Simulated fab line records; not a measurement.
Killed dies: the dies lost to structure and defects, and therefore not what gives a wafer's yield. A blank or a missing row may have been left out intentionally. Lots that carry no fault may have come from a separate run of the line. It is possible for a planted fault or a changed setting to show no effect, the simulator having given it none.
Lot-split experiment ; flow n5-finfet ; on a route of 1938 steps: 7 lots, 21 wafers read

== ON THE SPLIT ==
At N5_FIN_SAQP_HM_DEP_03 (deposits SiNx from SiH4/NH3/N2, target thk 38 nm, time 33.6 s), the setting time-s was moved away from the recipe's 33.6 s on 8 of the 21 wafers read, by -6.9% to +14.8%. The other wafers ran this setting at the recipe's value.

== FROM THE SPLIT TO THE READING: what the file shows between them, 14 steps ==
- N5_FIN_SAQP_THK_MEAS_05
- N5_FIN_SAQP_HM_DEP_72: deposits SiO2 from SiH4/N2O, target thk 12 nm, time 7.2 s (also split here: time-s)
- N5_FIN_SAQP_COAT_49: time 60 s, resist thk 100 nm
- N5_FIN_SAQP_COAT_50: time 60 s, resist thk 35 nm
- N5_FIN_SAQP_ETCH_52: etches SOC in N2/H2, target depth 100 nm, overetch 20 nm, time 150 s
- N5_FIN_SAQP_STRIP_53: strips in N2/H2
- N5_FIN_SAQP_HM_OPEN_73: chemistry CHF3/O2, target SiO2, stops on a-Si, target depth 12 nm, time 16.8 s
- N5_FIN_SAQP_STRIP_74: strips in CHF3/O2
- N5_FIN_SAQP_MANDREL_ETCH_22: etches a-Si in HBr/Cl2, stops on SiNx, target depth 60 nm, bt time 10 s, time 30 s
- N5_FIN_SAQP_MANDREL2_REMOVE_60: chemistry HBr/Cl2/O2, target a-Si, stops on SiNx, bt time 10 s
- N5_FIN_SAQP_HM_OPEN_33: chemistry CH3F/O2, target SiNx, target depth 49.4 nm, time 70.6 s
- N5_FIN_SAQP_ETCH_34: etches SiO2 in C4F6/O2, target depth 45 nm, time 15 s
- N5_FIN_SAQP_STRIP_77: strips in N2/H2, time 90 s
- N5_FIN_SAQP_ETCH_64: etches SiO2 in CF4, target depth 1.5 nm

== THE READING ==
SiNx_of_FIN_SAQP_HM_DEP_03.thk-nm (the simulator's own value, which no gauge read), in nm, at N5_FIN_SAQP_FIN_ETCH_36 (etches the open film in HBr/Cl2/O2, target depth 120 nm, time 50.4 s). No usual value for it is given in the file. Here, 13 wafers ran the recipe; their average is 20.8 nm with a standard deviation of 0.42 nm.

wafer;tool, chamber at the split;time-s as run, s;against the recipe;SiNx_of_FIN_SAQP_HM_DEP_03.thk-nm, nm;against lot-mates on the recipe
L075.3;pecvd-04, 1;33.6;recipe;20.4;-
L075.4;pecvd-04, 0;38.57;+14.8%;26;+5.6
L075.5;pecvd-04, 1;38.57;+14.8%;26;+5.6
L076.2;pecvd-02, 2;33.6;recipe;21;-
L076.3;pecvd-02, 1;33.6;recipe;20.8;-
L076.6;pecvd-02, 0;33.6;recipe;20.6;-
L085.2;pecvd-02, 0;32.2;-4.2%;18.8;-2.4
L085.3;pecvd-02, 1;32.2;-4.2%;19.2;-2.0
L085.5;pecvd-02, 1;33.6;recipe;21.2;-
L086.3;pecvd-04, 1;31.29;-6.9%;18.2;-1.6
L086.6;pecvd-04, 2;31.29;-6.9%;18.2;-1.6
L086.4;pecvd-04, 0;33.6;recipe;19.8;-
L087.1;pecvd-04, 0;33.6;recipe;21;-
L087.2;pecvd-04, 2;33.6;recipe;21.2;-
L087.4;pecvd-04, 0;33.6;recipe;20.8;-
L090.2;pecvd-01, 2;33.6;recipe;20.8;-
L090.4;pecvd-01, 2;38.26;+13.9%;26.2;+5.4
L090.5;pecvd-01, 1;38.26;+13.9%;27;+6.2
L096.1;pecvd-04, 1;33.6;recipe;20.6;-
L096.2;pecvd-04, 0;33.6;recipe;21;-
L096.3;pecvd-04, 0;33.6;recipe;21.6;-

FIT RESULTS
A straight line over all 21 wafers: SiNx_of_FIN_SAQP_HM_DEP_03.thk-nm changes by +0.384 nm for each +1% of time-s; r = +0.99; the points scatter about the line by 0.44 nm.
The same after taking each lot's own level away (the mean of its wafers on the recipe; 21 wafers): +0.383 nm for each +1%; r = +0.98; scatter 0.47 nm.
On that fit, the largest move of time-s shifts the reading by 5.7 nm.
From 19.80 to 21.20 nm: that is the span of the lots' own levels, equal to 3.3 times the standard deviation above.
Hence the lot-to-lot level has little effect on the slope; both slopes agree.
Check: for one of the wafers moved furthest among these (+14.8%), held out of the fit, the line's prediction against its lot-mates is +5.78 nm. It came out at +5.6 nm against them.

== THESE WAFERS: OTHER SPLITS ==
Before the reading, these wafers also passed through other splits. Each is held against what the fit with the lots' levels taken away leaves over:
other split on the same wafers;wafers away from the commonest value;r with SiNx_of_FIN_SAQP_HM_DEP_03.thk-nm (lot level and that fit taken away)
N5_WELL_APT_COAT_19 spin-rpm;7;+0.02
N5_FIN_SAQP_HM_DEP_72 time-s;6;+0.13

== THE WHOLE CHAIN: every reading that the file lists as answering this split, in the file's order ==
step;what it does;reading;change (the file's fit);r (the file's)
N5_FIN_SAQP_HM_DEP_03;deposits SiNx from SiH4/NH3/N2, target thk 38 nm, time 33.6 s;SiNx_of_FIN_SAQP_HM_DEP_03.thk-nm (the simulator's own value, which no gauge read);+0.402 nm for each +1% of the setting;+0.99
N5_FIN_SAQP_THK_MEAS_05;;thk-nm;withheld for each +1% of the setting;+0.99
N5_FIN_SAQP_HM_OPEN_33;chemistry CH3F/O2, target SiNx, target depth 49.4 nm, time 70.6 s;etch-rf-on-time-s;withheld for each +1% of the setting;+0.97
N5_FIN_SAQP_HM_OPEN_33;chemistry CH3F/O2, target SiNx, target depth 49.4 nm, time 70.6 s;etch.depth-nm (the simulator's own value, which no gauge read);+0.401 nm for each +1% of the setting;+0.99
N5_FIN_SAQP_FIN_ETCH_36;etches the open film in HBr/Cl2/O2, target depth 120 nm, time 50.4 s;SiNx_of_FIN_SAQP_HM_DEP_03.thk-nm (the simulator's own value, which no gauge read);+0.386 nm for each +1% of the setting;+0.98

== FILE'S OWN FIT ==
SiNx_of_FIN_SAQP_HM_DEP_03.thk-nm changes by +0.386 nm for each +1% of time-s, r = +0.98.
